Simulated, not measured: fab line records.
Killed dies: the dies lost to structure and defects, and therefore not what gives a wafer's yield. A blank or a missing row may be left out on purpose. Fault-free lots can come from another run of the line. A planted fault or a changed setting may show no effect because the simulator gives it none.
Code-filled problem report in 8D (eight disciplines) form :: flow nandHarc :: the parts of the form that need people (team, actions taken, sign-off) are left out

== 1. PROBLEM STATEMENT ==
rawDefectCount at NHARC_P_GATE_INSPECT_68 reads a mean of 701 on 6 wafers of 2 lots; wafers without a fault read 225 with a standard deviation of 100. That puts it +4.8 standard deviations away from the usual mean.
First observed at day 7 22:52: wafer L363.4, on defectInspect-01. At this step, 39 wafers from 13 lots have a number in the record. By rule, "out" or "out of limits" means more than 4 standard deviations away from the usual mean. The other wafers with a number count as sound.

== 2. WHAT THIS IS AND IS NOT ==
question: which readings at this step
is: rawDefectCount
is not: -

question: which lots
is: L363, L369
is not: L354, L355, L356, L357, L358, L359, L366, L370, L371, L372, L377

question: which wafers of those lots
is: all that have a number
is not: -

question: read on which gauges
is: defectInspect-01
is not: defectInspect-02

question: when
is: from day 7 22:52
is not: up to then (18 sound wafers); but 15 sound wafers of L366, L370, L371, L372, L377 came after

== 3. WHAT RULES OUT EACH SUSPECT ==
Counting: a tool stays on the suspect list if, at a process step up to the reading, it processed all lots that are out and no sound lot following the first of them.
- ruled out: the gauge at NHARC_P_GATE_INSPECT_68. All the wafers that are out were read on defectInspect-01, but those of them that NHARC_END_SORT_01 has rows for are out there too, on other tools.
- wetBench-02 at NHARC_P_GATE_STRIP_96 (strips in SPM, time 900 s): kept. It processed each lot that is out, first L363 at day 7 21:14, and no sound lot thereafter; up to then, the last sound lot it processed was L358 at day 6 12:47.
After counting, what remains is wetBench-02 at NHARC_P_GATE_STRIP_96.

== 4. THE CAUSE (what the simulator had put in) ==
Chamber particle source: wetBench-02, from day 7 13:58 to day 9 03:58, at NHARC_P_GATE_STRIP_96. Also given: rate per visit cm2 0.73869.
The count eliminated every tool but this one.

== 5. THE CHAIN OF EFFECTS, in route order ==
One row per reading whose mean, taken over the struck wafers that have a number, lies over 3 standard deviations from the usual. Readings are gone through only where the record gives a usual standard deviation; hours: the median, over the lots, of the time from a lot's start at the first step in this table giving one to that lot's start at this step; sigmas: the change measured in usual standard deviations.
hours: 0
step: NHARC_P_GATE_INSPECT_68
reading: rawDefectCount
usual: 225
on struck wafers: 701
change: +476
sigmas: +4.8

hours: 340
step: NHARC_END_SORT_01
reading: killedAtPeriphery
usual: 3.0
on struck wafers: 70.2
change: +67.2
sigmas: +29

hours: 340
step: NHARC_END_SORT_01
reading: killedDies
usual: 35
on struck wafers: 100
change: +65
sigmas: +5.4
Later measuring or inspecting steps at which every struck wafer that the step has a row for has a number for every such reading, and none has moved that far: NHARC_P_CONTACT_CD_MEAS_19.

== 6. HOW IT WOULD HAVE BEEN CAUGHT EARLIER ==
The first out-of-limits reading at a measuring or inspecting step in this record came at day 7 22:52, 9 hours after the fault's start at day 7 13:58.
Lots out: 2; of these, L369 started NHARC_P_GATE_STRIP_96 on wetBench-02 after day 7 22:52. A tool hold placed at that time would have kept it from harm.
